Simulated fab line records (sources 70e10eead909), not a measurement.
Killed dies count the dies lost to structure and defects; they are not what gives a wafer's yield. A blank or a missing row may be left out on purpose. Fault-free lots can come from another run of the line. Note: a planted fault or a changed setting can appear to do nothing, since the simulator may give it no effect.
A lot that was struck, set against a sound lot	flow nandHarc	22 out of 1302 route steps
Sound: the wafers L279.2, L279.5, L279.6. Wafers L295.1, L295.2, L295.6 were the ones struck. The cause comes at the end.
Each step with rows lists, per side, the tool, then ch with its chambers, then its first start. Under that, the readings that differ: sound wafers	struck wafers	difference of the means	sigmas: that difference in standard deviations of wafers without a fault.
alike: readings with means less than 2 such deviations apart, plus words and numbers identical on both sides. not compared: withheld readings, readings lacking a value on some wafer, bounds such as >300 that could conceal the same value, and numbers that have no deviation in the record and whose values overlap.
The two part at a step that has a row with sigmas, a row that says differs or no value, or rows on one side only. Numbers that don't overlap but have no deviation are shown without sigmas and don't part them. A reading that every wafer of one side lacks parts them only if that side has two wafers or more.

NHARC_A_BLC_CVD_24: deposits W, target thk 150 nm, time 434 s.
  sound on cvdW-01 ch 0,1; struck on cvdW-02 ch 0,1
  alike: heaterPowerW, throttleValvePct
NHARC_A_BLC_CMP_25: polishes, t overpolish 30 s, target thk 150 nm.
  sound on cmp-04 ch 1,2, day 23 18:00; struck on cmp-02 ch 0,3, day 30 08:14
  alike: motorCurrentA, overpolishRunS, timeToEndpointS
after that, 1 step had no rows for these wafers: NHARC_A_BLC_SRD_27.
NHARC_A_BLC_INSPECT_28:
  struck on defectInspect-01, day 30 08:38; sound on defectInspect-01, day 23 18:23
  alike: rawDefectCount
then, 7 steps without rows for these wafers: NHARC_A_M0_DEP_00 (deposits SiOC, target thk 150 nm); NHARC_A_M0_DEHYDRATE_01 (time 120 s); NHARC_A_M0_HMDS_02 (time 30 s); NHARC_A_M0_COAT_33 (time 65 s); NHARC_A_M0_COAT_03 (resist thk 90 nm); NHARC_A_M0_SOFTBAKE_04 (time 55 s); NHARC_A_M0_EBR_05.
NHARC_A_M0_EXPOSE_06: exposes mask A M0, target cd 80 nm.
  sound on arfiScanner-02 ch 0, day 23 19:08; struck on arfiScanner-03 ch 0, day 30 09:17
reading	sound	struck	difference	sigmas
exposureDoseMJCm2	83.21 83.14 83.13	104.52 104.51 104.59	+21.38	+99 or more
  alike: mask
then, 2 steps without rows for these wafers: NHARC_A_M0_PEB_07 (peb time 65 s); NHARC_A_M0_DEVELOP_08 (develop time 35 s).
NHARC_A_M0_CD_MEAS_09: the cd target is 80 nm.
  sound on cdSem-03 ch 0, day 23 19:17; struck on cdSem-02 ch 0, day 30 09:25
reading	sound	struck	difference	sigmas
cdNm (nm)	79.8 78.9 80.1	94.8 95.7 95.1	+15.6	+21
NHARC_A_M0_OVL_MEAS_10: pitch 160 nm.
  struck on overlay-01, day 30 09:30; sound on overlay-02, day 23 19:22
  alike: overlayXNm, overlayYNm
NHARC_A_M0_INSPECT_11:
  struck on defectInspect-02, day 30 09:32; sound on defectInspect-02, day 23 19:24
reading	sound	struck	difference	sigmas
rawDefectCount	157 156 138	49 43 36	-108	-4
NHARC_A_M0_DESCUM_14: chemistry O2, time 3 s.
  sound on rieDiel-01 ch 2,3, day 23 19:28; struck on rieDiel-01 ch 0,1, day 30 09:37
reading	sound	struck	difference	sigmas
model.A_M0.cdNm (nm)	79.8 78.99 80.13	95.02 95.19 94.31	+15.20	
  alike: drypumpMotorCurrentA, oesProductAu, rfVppV, showerheadPlenumPTorr, throttleValvePct
  not compared: rfHoursCounterH
NHARC_A_M0_ETCH_34: etches the open film in N2/H2, target depth 40 nm, overetch 12 nm, time 43.94 s.
  sound on rieDiel-01 ch 1,2, day 23 19:33; struck on rieDiel-01 ch 1,2, day 30 09:41
  alike: drypumpMotorCurrentA, oesProductAu, rfVppV, showerheadPlenumPTorr, throttleValvePct
  not compared: rfHoursCounterH
NHARC_A_M0_ETCH_15: etches the open film in C4F8/Ar, target depth 150 nm, overetch 15 nm, time 82.5 s.
  sound on rieDiel-01 ch 0,3; struck on rieDiel-01 ch 1,3
reading	sound	struck	difference	sigmas
model.A_M0.cdNm (nm)	79.76 78.64 80.23	94.8 95.2 94.42	+15.3	
  alike: oesProductAu, rfVppV
  not compared: rfHoursCounterH
NHARC_A_M0_CD_MEAS_16:
  struck on cdSem-03, day 30 09:54; sound on cdSem-01, day 23 19:46
reading	sound	struck	difference	sigmas
cdNm (nm)	79.8 78.7 80.5	94.6 95.2 94.5	+15.1	+18
NHARC_END_SORT_01:
  sound on prober-02 ch 0, day 25 11:19; struck on prober-02 ch 0, day 32 01:05
reading	sound	struck	difference	sigmas
defectLimitedYield (%)	87.7 87.0 87.4	92.5 94.7 94.2	+6.4	+4
killedAtArray	77 81 80	46 35 39	-39	-3
killedDies	83 88 85	51 36 39	-43	-4
  alike: killedAtOther, killedAtPeriphery, killedOpen, killedShort

== WHERE THEY PART ==
First at NHARC_A_M0_EXPOSE_06; last, within this record, at NHARC_END_SORT_01.

WHY: the cause the simulator had injected
Process parameter drift: arfiScanner-03, from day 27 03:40 on, at NHARC_A_M0_EXPOSE_06. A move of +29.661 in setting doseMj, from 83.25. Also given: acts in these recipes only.
